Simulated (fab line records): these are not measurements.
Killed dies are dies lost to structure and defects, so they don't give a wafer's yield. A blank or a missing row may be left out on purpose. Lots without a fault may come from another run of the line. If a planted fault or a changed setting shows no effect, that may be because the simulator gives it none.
Chamber matching -- flow n5_finfet -- rie_diel-04 running N5_BEOL_M7_ETCH_61: 4 sister chambers
The step etches SiARC in CF4, target depth 45.5 nm, time 75.8 s. 4 wafers are shown with their chamber, then 12 later ones without.

== WAFERS WITH THEIR CHAMBER ==
wafer,chamber,showerhead_plenum_p_Torr (Torr)
L087.1,1,2.13
L087.4,2,1.99
L085.1,3,2.12
L085.6,0,2.17

== WAFERS MISSING THEIR CHAMBER ==
wafer,showerhead_plenum_p_Torr (Torr)
L089.2,2.11
L089.3,2.13
L089.6,2.13
L094.2,2.16
L094.3,2.24
L094.5,2.16
L095.1,2.24
L095.2,2.16
L095.4,2.13
L097.1,2.12
L097.4,2.16
L097.5,2.24

== EACH ONE'S CHAMBER ==
wafer,from the rows above,in truth
L089.2,can't be placed: 3 or 1 or 0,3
L089.3,can't be placed: 1 or 3 or 0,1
L089.6,can't be placed: 1 or 3 or 0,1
L094.2,can't be placed: 0 or 1 or 3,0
L094.3,can't be placed: 0 or 1 or 3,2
L094.5,can't be placed: 0 or 1 or 3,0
L095.1,can't be placed: 0 or 1 or 3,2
L095.2,can't be placed: 0 or 1 or 3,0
L095.4,can't be placed: 1 or 3 or 0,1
L097.1,can't be placed: 3 or 1 or 0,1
L097.4,can't be placed: 0 or 1 or 3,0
L097.5,can't be placed: 0 or 1 or 3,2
Correct placement for 0 of the 12. Unplaceable from these rows: 12, with the true chamber sitting among the candidates in 9. 0 placed wrongly.
How it was worked out, from the rows above alone: a wafer's distance from a chamber is the root of the sum, over the readings, of the square of ((its reading less the chamber's mean) divided by the reading's scatter). If the next closest chamber is less than 2 further off than the closest, the wafer can't be placed; otherwise it belongs to the closest. For every chamber, the mean is computed from those of its wafers that are shown. The scatter (one wafer shown for each chamber): square how far every hidden wafer sits from the nearest shown wafer, average those squares and take the square root.
